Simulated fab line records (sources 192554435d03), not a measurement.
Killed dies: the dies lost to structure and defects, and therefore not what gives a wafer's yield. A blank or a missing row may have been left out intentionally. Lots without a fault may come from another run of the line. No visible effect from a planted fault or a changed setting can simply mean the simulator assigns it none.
fab line records | flow n5-finfet
record: lots: 6 wafers: 18 last-day: 17
route steps=1938 shown BEOL_M4@1072 PASSIVATION@1936
lots that met no fault: from a run of the same line without faults
start-h: the number of hours between the record's first day and the start of the first shown wafer of the lot | wait-h: time in hours since the lot's previous step | " same as the row above | L1.1+2: several wafers, shown together as one row | - either no value or no given start | * or withheld: withheld | < > ~ a bound
route shown NAME@n: a module of which the file shows steps, and the number in the route of the first | usual: mean/standard deviation taken from wafers without a fault | same: alike in all rows | chamber/n: place in a boat | sites: readings site by site | _std_site: their standard deviation | _edge_site: the outer-site mean with the inner-site mean subtracted | radius-mm: for every site, how far away it sits from the centre of the wafer | mask NAME#n: copy n | behind: the last tool/chamber to shape the wafer | hold: the reason the lot was held/the length of the hold in hours/how it ended | device: whichever transistor did not switch (one of n, p or np) | end of line: the route-end tests of the same wafers | step lacking rows: just its recipe | killed: the dies lost at the first sort to structure and to defects; this is not the yield of the wafer | map: per-die view of a wafer (x killed, . not killed, _ where there is no die)
set.NAME: setting as actually run; set.NAME@STEP: the setting as run at that earlier step | model.NAME: the simulator's own value behind a step, which no gauge read
a table for each step, a row for each wafer; lots at some steps of the route
services: from which hour (start-h, from the record's first day; less than 0 if before it) a tool's chamber was out of use, for how many hours, and why
== steps ==
step: N5_BEOL_M4_STRIP_97
recipe: chemistry: N2/H2 time-s: 10 power-w: 450 temp-c: 40 pressure-mtorr: 20 rf-frequency-hz: 6e+07 bias-power-w: 7 n2-flow-sccm: 200 h2-flow-sccm: 200
usual: drypump-motor-current-A: 5.6/0.36 h2-flow-sccm: 200.1/0.64 oes-product-au: 0.79/0.096 rf-vpp-V: 59.1/0.93 showerhead-plenum-p-Torr: 2.53/0.09 throttle-valve-pct: 23.75/0.27
columns lot.wafer tool chamber start-h wait-h drypump-motor-current-A h2-flow-sccm oes-product-au rf-hours-counter-h rf-vpp-V showerhead-plenum-p-Torr throttle-valve-pct
L748.1 rie-diel-03 0 - - 5.4 199.2 0.73 189 59.2 2.41 23.60
L748.2 " 2 " " 5.7 200.0 0.90 20 59.2 2.70 23.69
L748.3 " 3 " " 6.6 199.3 0.80 81 60.0 2.66 23.09
L751.1 rie-diel-06 1 - - 5.5 200.1 0.91 23 59.8 2.49 23.34
L751.5 " 2 " " 5.3 199.3 0.97 - 60.0 2.59 23.57
L751.6 " 1 " " 5.4 200.3 0.91 - 59.6 2.49 23.34
L756.1 rie-diel-06 2 - - 5.4 200.4 0.93 21 59.6 2.59 23.59
L756.4 " 0 " " 6.5 201.3 0.75 151 58.1 2.44 23.56
L756.6 " 3 " " 5.6 200.1 0.86 - 58.3 2.47 24.00
L765.3 rie-diel-06 0 - - 6.5 199.7 0.73 167 59.3 2.43 23.60
L765.5 " 3 " " 5.5 199.7 0.83 - 58.5 2.47 24.02
L765.6 " 2 " " 5.4 200.1 0.90 - 60.1 2.58 23.58
L766.2 rie-diel-01 1 - - 5.3 199.6 1.00 2 59.9 2.71 23.93
L766.3 " 3 " " 5.5 200.3 0.70 240 58.6 2.49 23.65
L766.4 " 1 " " 5.4 199.7 0.99 - 60.8 2.71 23.91
L767.1 rie-diel-01 0 - - 5.5 199.7 0.69 226 59.2 2.62 23.94
L767.2 " 1 " " 5.4 199.6 0.97 6 59.4 2.71 23.93
L767.4 " 1 " " 5.4 198.2 0.97 - 59.3 2.71 23.94
step: N5_BEOL_M4_OCD_MEAS_38
usual: trench-depth-nm: 55.3/1
columns lot.wafer tool chamber start-h wait-h trench-depth-nm
L748.1 ocd-02 - 199.03 - 56.0
L748.2 " - " " 55.7
L748.3 " - " " 53.8
L751.1 ocd-01 - 210.87 - 56.1
L751.5 " - " " 56.0
L751.6 " - " " 56.6
L756.1 ocd-01 - 247.37 - 55.6
L756.4 " - " " 54.7
L756.6 " - " " 56.4
L765.3 ocd-01 - 289.31 - 54.3
L765.5 " - " " 55.4
L765.6 " - " " 56.0
L766.2 ocd-01 - 299.90 - 56.7
L766.3 " - " " 55.8
L766.4 " - " " 56.5
L767.1 ocd-02 - 307.14 - 53.2
L767.2 " - " " 55.7
L767.4 " - " " 56.8
step: N5_BEOL_M4_HM_STRIP_39
recipe: chemistry: peroxide-tin-strip material: TiN target-depth-a: 250 temp-c: 50 time-s: 158
step: N5_BEOL_M4_SRD_40
recipe: time-s: 30 temp-c: 23 rinse-liquid: diw dry: ipa-marangoni
step: N5_BEOL_M4_PRECLEAN_42
recipe: chemistry: residue-remover time-s: 60 temp-c: 40
step: N5_BEOL_M4_SRD_43
recipe: time-s: 30 temp-c: 23 rinse-liquid: diw dry: ipa-marangoni
step: N5_BEOL_M4_CD_MEAS_35
recipe: target-cd-nm: 18 target-cd-y-nm: 22.4 polarity: opening
usual: cd-nm: 17.9/0.35
columns lot.wafer tool chamber start-h wait-h cd-nm
L748.1 cd-sem-03 - 199.18 0.0 18.1
L748.2 " - " " 18.0
L748.3 " - " " 17.8
L751.1 cd-sem-01 - 211.03 0.0 18.0
L751.5 " - " " 18.0
L751.6 " - " " 18.4
L756.1 cd-sem-03 - 247.53 0.0 18.1
L756.4 " - " " 17.9
L756.6 " - " " 18.0
L765.3 cd-sem-02 - 289.47 0.0 17.6
L765.5 " - " " 17.5
L765.6 " - " " 17.9
L766.2 cd-sem-03 - 300.06 0.0 18.4
L766.3 " - " " 17.8
L766.4 " - " " 18.2
L767.1 cd-sem-03 - 307.29 0.0 17.6
L767.2 " - " " 17.5
L767.4 " - " " 17.9
step: N5_BEOL_M4_DEGAS_44
recipe: ambient: vacuum temp-c: 250 time-s: 60
usual: heater-power-w: 324/27 susceptor-temp-C: 250.00/0.17
columns lot.wafer tool chamber start-h wait-h heater-power-w susceptor-temp-C
L748.1 pvd-sputter-03 - 199.66 0.5 297 250.05
L748.2 " - " " 373 249.89
L748.3 " - " " 319 249.90
L751.1 pvd-sputter-01 - 211.25 0.2 347 249.99
L751.5 " - " " 348 249.99
L751.6 " - " " 331 249.77
L756.1 pvd-sputter-02 - 248.02 0.5 374 249.82
L756.4 " - " " 311 250.13
L756.6 " - " " 359 250.15
L765.3 pvd-sputter-03 - 289.81 0.3 358 249.63
L765.5 " - " " 324 249.95
L765.6 " - " " 295 249.90
L766.2 pvd-sputter-02 - 300.33 0.3 279 249.94
L766.3 " - " " 369 249.98
L766.4 " - " " 303 250.00
L767.1 pvd-sputter-01 - 307.52 0.2 315 250.01
L767.2 " - " " 324 249.77
L767.4 " - " " 329 249.78
step: N5_BEOL_M4_PRE_CLEAN_45
recipe: gas: H2/He time-s: 30 temp-c: 250
usual: heater-power-w: 324/27 susceptor-temp-C: 250.00/0.16
columns lot.wafer tool chamber start-h wait-h heater-power-w susceptor-temp-C
L748.1 pvd-sputter-03 - 199.70 0.0 301 250.25
L748.2 " - " " 366 249.80
L748.3 " - " " 328 249.74
L751.1 pvd-sputter-01 - 211.29 0.0 352 249.96
L751.5 " - " " 346 249.80
L751.6 " - " " 329 250.15
L756.1 pvd-sputter-02 - 248.06 0.0 381 249.84
L756.4 " - " " 306 250.00
L756.6 " - " " 374 249.91
L765.3 pvd-sputter-03 - 289.85 0.0 366 250.14
L765.5 " - " " 315 249.99
L765.6 " - " " 294 250.03
L766.2 pvd-sputter-02 - 300.37 0.0 282 249.89
L766.3 " - " " 366 249.63
L766.4 " - " " 311 249.87
L767.1 pvd-sputter-01 - 307.56 0.0 327 250.00
L767.2 " - " " 328 249.87
L767.4 " - " " 344 249.97
step: N5_BEOL_M4_ALD_84
recipe: material: TaN target-thk-a: * temp-c: 275 ald-precursor-family: PDMAT ald-co-reactant: NH3 pressure-torr: 3 carrier-flow-sccm: 1500 pulse-time-s: 2 purge-time-s: 3 co-reactant-purge-time-s: 2 co-reactant-pulse-time-s: 3 ald-cycles: 30 precursor-vessel-temp-c: 75 precursor-vessel-pressure-torr: 26.25 precursor-vessel-carrier-sccm: 1000
usual: heater-power-outer-w: 237/22 heater-power-w: 427/41 mfc-carrier-sccm: 1501/4.4 susceptor-temp-C: 275.00/0.2
same: co-reactant-pulse-time-s: 3
columns lot.wafer tool chamber start-h wait-h heater-power-outer-w heater-power-w mfc-carrier-sccm susceptor-temp-C
L748.1 ald-metal-03 2 199.76 0.0 236 431 1503 275.10
L748.2 " 0 " " 250 404 1498 274.78
L748.3 " 3 " " 201 361 1496 275.11
L751.1 ald-metal-03 2 211.43 0.1 230 453 1500 274.85
L751.5 " 1 " " 223 412 1500 275.15
L751.6 " 2 " " 236 442 1501 274.77
L756.1 ald-metal-03 3 248.13 0.0 206 359 1502 275.21
L756.4 " 1 " " 226 408 1499 275.31
L756.6 " 1 " " 223 405 1503 275.03
L765.3 ald-metal-03 3 289.91 0.0 204 356 1498 275.11
L765.5 " 1 " " 229 419 1503 275.03
L765.6 " 2 " " 243 443 1505 274.96
L766.2 ald-metal-03 0 300.45 0.1 244 403 1498 274.99
L766.3 " 3 " " 205 361 1500 274.97
L766.4 " 1 " " 223 403 1499 275.13
L767.1 ald-metal-04 3 307.62 0.0 259 496 1505 274.97
L767.2 " 0 " " 272 504 1495 274.84
L767.4 " 2 " " 208 391 1506 274.95
step: N5_BEOL_M4_SURFACE_TREAT_85
recipe: gas: Ar time-s: * ion-energy-ev: * ion-current-ma-cm2: 0.5 pressure-mtorr: * ar-flow-sccm: 30
step: N5_BEOL_M4_CVD_47
recipe: material: Co target-thk-a: 30 temp-c: withheld precursor: CCTBA/H2 pressure-torr: 30 time-s: 223.8
step: N5_BEOL_M4_SPUTTER_48
recipe: material: Cu target-thk-a: 45 temp-c: -20 chamber-pressure-pa: 0.07 power-w: withheld time-s: 8.29
usual: chamber-pressure-pa: 0.06998/0.00014 chuck-gas-flow-sccm: 1.25/0.053 susceptor-temp-C: -20.00/0.097 throttle-valve-pct: 29.9/0.82
columns lot.wafer tool chamber start-h wait-h chamber-pressure-pa chuck-gas-flow-sccm susceptor-temp-C throttle-valve-pct
L748.1 pvd-sputter-03 - 200.78 0.3 0.06993 1.16 -19.95 31.2
L748.2 " - " " 0.07021 1.20 -20.00 28.2
L748.3 " - " " 0.06995 1.27 -19.90 29.5
L751.1 pvd-sputter-01 - 211.97 0.1 0.07004 1.33 -19.90 30.4
L751.5 " - " " 0.07008 1.23 -19.84 28.9
L751.6 " - " " 0.06999 1.24 -20.08 30.2
L756.1 pvd-sputter-03 - 248.74 0.2 0.07008 1.23 -20.16 29.1
L756.4 " - " " 0.0701 1.32 -19.97 31.6
L756.6 " - " " 0.06991 1.27 -20.16 29.7
L765.3 pvd-sputter-02 - 290.73 0.2 - - - -
L765.5 " - " " - - - -
L765.6 " - " " - - - -
L766.2 pvd-sputter-02 - 301.23 0.3 - - - -
L766.3 " - " " - - - -
L766.4 " - " " - - - -
L767.1 pvd-sputter-02 - 308.08 0.1 0.07011 1.24 -20.21 30.4
L767.2 " - " " 0.06977 1.22 -20.00 29.8
L767.4 " - " " 0.07009 1.30 -20.11 29.7
step: N5_BEOL_M4_ANNEAL_49
recipe: temp-c: 400 time-s: 240 ambient: vacuum
usual: heater-power-w: 807/67 susceptor-temp-C: 400.03/0.22 susceptor_temp_C_max: 400.8/0.38
columns lot.wafer tool chamber start-h wait-h heater-power-w susceptor-temp-C susceptor_temp_C_max
L748.1 pvd-sputter-03 - 200.86 0.0 757 399.94 400.6
L748.2 " - " " 854 400.16 401.3
L748.3 " - " " 932 399.92 400.9
L751.1 pvd-sputter-01 - 212.05 0.0 813 400.40 401.1
L751.5 " - " " 762 399.90 400.7
L751.6 " - " " 784 400.15 400.6
L756.1 pvd-sputter-03 - 248.82 0.0 800 400.19 401.2
L756.4 " - " " 745 399.77 400.5
L756.6 " - " " 923 400.09 400.7
L765.3 pvd-sputter-02 - 290.81 0.0 749 400.01 400.6
L765.5 " - " " 927 399.96 400.5
L765.6 " - " " 773 400.10 400.7
L766.2 pvd-sputter-02 - 301.31 0.0 907 400.18 400.9
L766.3 " - " " 770 399.87 400.4
L766.4 " - " " 685 399.95 400.8
L767.1 pvd-sputter-02 - 308.16 0.0 750 400.11 400.7
L767.2 " - " " 931 399.90 400.5
L767.4 " - " " 773 399.95 400.5
step: N5_BEOL_M4_RC_MEAS_101
usual: DIBL_N: 36.4/1.6 DIBL_P: 36.2/1.8 IOFF_N: 0.159/0.029 IOFF_P: 0.21/0.034 ION_N: 670/12 ION_P: 459/8.2 SS_N: 71.5/0.59 SS_P: 73.2/0.54 VT_N: 250/3.3 VT_P: -250/3.7
columns lot.wafer tool chamber start-h wait-h DIBL_N[mV/V] DIBL_P[mV/V] IOFF_N[nA/um] IOFF_P[nA/um] ION_N[uA/um] ION_P[uA/um] SS_N[mV/dec] SS_P[mV/dec] VT_N[mV] VT_P[mV]
L748.1 prober-02 0 203.63 0.0 34.2 31.6 0.120 0.18 654 455 70.5 72.3 253 -250
L748.2 " 0 " " 34.3 32.4 0.126 0.19 663 454 71.2 72.0 252 -245
L748.3 " 0 " " 37.1 36.5 0.160 0.25 676 469 70.9 74.0 249 -246
L751.1 prober-02 0 217.70 0.0 36.9 38.3 0.168 0.21 670 454 71.9 73.0 248 -253
L751.5 " 0 " " 35.8 37.0 0.154 0.19 668 457 71.7 73.5 250 -251
L751.6 " 0 " " 36.5 38.1 0.169 0.22 677 468 72.0 73.5 249 -250
L756.1 prober-02 0 251.63 0.0 36.9 35.8 0.177 0.19 672 449 72.2 73.8 250 -253
L756.4 " 0 " " 38.4 37.2 0.200 0.23 678 461 72.2 73.9 246 -251
L756.6 " 0 " " 36.8 35.8 0.176 0.19 683 456 72.4 73.7 249 -253
L765.3 prober-02 0 294.08 0.3 37.1 35.8 0.149 0.22 675 468 71.9 73.7 248 -250
L765.5 " 0 " " 36.1 35.0 0.148 0.22 665 458 71.8 73.3 251 -248
L765.6 " 0 " " 37.3 35.3 0.160 0.21 673 461 71.1 72.7 250 -250
L766.2 prober-02 0 304.25 0.2 36.5 34.4 0.146 0.17 665 455 72.2 72.6 250 -253
L766.3 " 0 " " 37.5 36.1 0.160 0.21 666 459 72.0 73.2 249 -252
L766.4 " 0 " " 37.6 35.4 0.173 0.19 684 461 71.6 73.4 247 -250
L767.1 prober-02 0 310.94 0.0 37.1 37.5 0.159 0.17 675 452 71.4 72.2 250 -256
L767.2 " 0 " " 38.1 38.0 0.164 0.18 668 445 71.3 73.0 249 -256
L767.4 " 0 " " 37.7 37.7 0.155 0.17 675 447 72.1 72.6 251 -258
step: N5_PASSIVATION_PROBE_49
usual: defect-limited-yield: 91.1/1.5 killed_at_M0_to_M3: 33/9.9 killed_at_M4_up: 14/5.2 killed-at-contacts: 12/6.7 killed-at-front-end: 43/13 killed-at-other: 3.4/2.7 killed-dies: 105/17 killed-open: 69/13 killed-short: 33/7.5 sort_bin_5_function: 5.2/0.91 sort_bin_6_memory: 3.3/0.71 sort-n-pass: 1075/17 sort-yield-pct: 91.1/1.5
same: gross-dies: 1180 killed-at-back-side: 0 sort_bin_4_leakage[%]: 0 sort_bin_8_speed[%]: 0
columns lot.wafer tool chamber start-h wait-h defect-limited-yield[%] killed_at_M0_to_M3 killed_at_M4_up killed-at-contacts killed-at-front-end killed-at-other killed-dies killed-open killed-short sort_bin_5_function[%] sort_bin_6_memory[%] sort-n-pass sort-yield-pct[%]
L756.1 prober-01 - 356.39 0.0 92.5 33 11 16 26 2 88 59 26 4.3 2.9 1092 92.5
L756.4 prober-01 - 356.54 0.2 89.5 51 4 20 46 3 124 84 38 6.5 3.6 1056 89.5
L756.6 prober-01 - 356.64 0.3 92.4 17 13 26 33 1 90 51 38 5.1 2.4 1090 92.4
L765.3 prober-01 - 405.68 0.1 91.2 19 11 22 47 5 104 61 33 5.3 3.2 1076 91.2
L765.5 prober-01 - 405.78 0.2 90.5 32 21 15 43 1 112 67 32 5.3 3.8 1068 90.5
L765.6 prober-01 - 405.83 0.3 91.6 13 25 12 42 7 99 56 28 5.3 3.1 1081 91.6
L766.2 prober-02 - 406.82 0.1 87.7 34 36 17 57 1 145 81 49 6.8 5.3 1035 87.7
L766.3 prober-02 - 406.87 0.1 88.9 33 30 10 56 2 131 71 48 6.7 3.7 1049 88.9
L766.4 prober-02 - 406.92 0.2 88.3 38 32 18 47 3 138 83 39 7.5 4.0 1042 88.3
killed by level:class
L756.1 MOL_CONTACT_COAG:geometric-particle:open=12 BEOL_M3:geometric-particle:open=10 STI_FIN_REVEAL:geometric-particle:open=6 DUMMY_GATE:geometric-particle:open=6 FIN_SAQP:geometric-particle:short=4 MOL_CONTACT_COAG:geometric-particle:short=4 BEOL_M0_SAQP:geometric-particle:short=4 BEOL_M2:geometric-particle:open=4
L756.4 BEOL_M2:geometric-particle:open=16 MOL_CONTACT_COAG:geometric-particle:open=15 BEOL_M1:geometric-particle:open=15 FIN_SAQP:geometric-particle:open=12 FIN_SAQP:geometric-particle:short=9 STI_FIN_REVEAL:geometric-particle:open=8 BEOL_M3:geometric-particle:open=7 MOL_CONTACT_COAG:geometric-particle:short=5
L756.6 MOL_CONTACT_COAG:geometric-particle:open=17 GATE_CUT:geometric-particle:short=9 MOL_CONTACT_COAG:geometric-particle:short=9 FIN_SAQP:geometric-particle:short=7 FIN_SAQP:geometric-particle:open=5 STI_FIN_REVEAL:geometric-particle:open=5 BEOL_M1:geometric-particle:open=4 BEOL_M0_SAQP:geometric-particle:short=3
L765.3 MOL_CONTACT_COAG:geometric-particle:open=20 FIN_SAQP:geometric-particle:short=12 DUMMY_GATE:geometric-particle:open=12 BEOL_M4:interface-void-opened=8 STI_FIN_REVEAL:geometric-particle:open=7 BEOL_M0_SAQP:geometric-particle:short=6 FIN_SAQP:geometric-particle:open=5 DUMMY_GATE:geometric-particle:short=4
L765.5 MOL_CONTACT_COAG:geometric-particle:open=12 BEOL_M4:interface-void-opened=9 STI_FIN_REVEAL:geometric-particle:open=8 BEOL_M1:geometric-particle:open=8 BEOL_M2:geometric-particle:open=7 BEOL_M4:geometric-particle:open=6 DUMMY_GATE:geometric-particle:open=5 BEOL_M0:geometric-particle:open=5
L765.6 BEOL_M4:interface-void-opened=12 STI_FIN_REVEAL:geometric-particle:open=10 DUMMY_GATE:geometric-particle:open=8 MOL_CONTACT_COAG:geometric-particle:open=7 BEOL_M4:geometric-particle:open=5 STARTING-WAFER:geometric-particle:short=5 FIN_SAQP:geometric-particle:open=4 FIN_SAQP:geometric-particle:short=4
L766.2 FIN_SAQP:geometric-particle:short=15 BEOL_M4:interface-void-opened=13 STI_FIN_REVEAL:geometric-particle:open=12 MOL_CONTACT_COAG:geometric-particle:open=11 BEOL_M2:geometric-particle:open=8 FIN_SAQP:geometric-particle:open=7 BEOL_M0:geometric-particle:open=7 BEOL_M4:geometric-particle:open=7
L766.3 FIN_SAQP:geometric-particle:short=17 MOL_CONTACT_COAG:geometric-particle:open=10 STI_FIN_REVEAL:geometric-particle:open=7 BEOL_M3:geometric-particle:open=7 BEOL_M5:geometric-particle:short=7 FIN_SAQP:geometric-particle:open=6 BEOL_M4:interface-void-opened=6 BEOL_M0_SAQP:geometric-particle:open=5
L766.4 MOL_CONTACT_COAG:geometric-particle:open=15 BEOL_M4:interface-void-opened=14 FIN_SAQP:geometric-particle:short=13 FIN_SAQP:geometric-particle:open=11 BEOL_M0_SAQP:geometric-particle:open=10 BEOL_M5:geometric-particle:open=7 BEOL_M1:geometric-particle:open=6 STI_FIN_REVEAL:geometric-particle:open=6
== services ==
columns tool chamber start-h hours kind
rie-diel-03 2 177.94 5.5 repair
rie-diel-03 1 183.66 - clean
rie-diel-03 1 183.66 - consumable-replace:focus-ring
rie-diel-03 1 183.66 31.7 scheduled-down
rie-diel-03 1 183.66 31.7 vent-cycle
ald-metal-04 3 188.33 9.8 repair
rie-diel-06 0 200.50 16.6 repair
rie-diel-03 - 205.84 0.2 repair
rie-diel-03 2 220.89 7.3 repair
rie-diel-06 2 254.76 7.2 repair
rie-diel-01 1 275.60 - clean
rie-diel-01 1 275.60 - consumable-replace:focus-ring
rie-diel-01 1 275.60 - consumable-replace:showerhead
rie-diel-01 1 275.60 19.0 scheduled-down
rie-diel-01 1 275.60 19.0 vent-cycle
rie-diel-01 2 299.41 - clean
rie-diel-01 2 299.41 - consumable-replace:focus-ring
rie-diel-01 2 299.41 30.5 scheduled-down
rie-diel-01 2 299.41 30.5 vent-cycle
ald-metal-03 0 306.68 12.8 repair
ald-metal-04 0 306.82 - calibration
== key ==
first-sign: step: N5_BEOL_M4_SPUTTER_48 reading: tool-record direction: missing
effect: step: N5_PASSIVATION_PROBE_49 reading: killed_at_M4_up direction: up sigmas: 2.3 usual: 14 struck: 26 wafers-moved: 3
met-at N5_BEOL_M4_SPUTTER_48
struck-wafers L765.3,L765.5,L765.6,L766.2,L766.3,L766.4
fault: kind: skipped-step-whole tool: pvd-sputter-02 chamber: - onset-h: 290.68 steps: N5_BEOL_M4_SPUTTER_48 scope: struck-lots-only
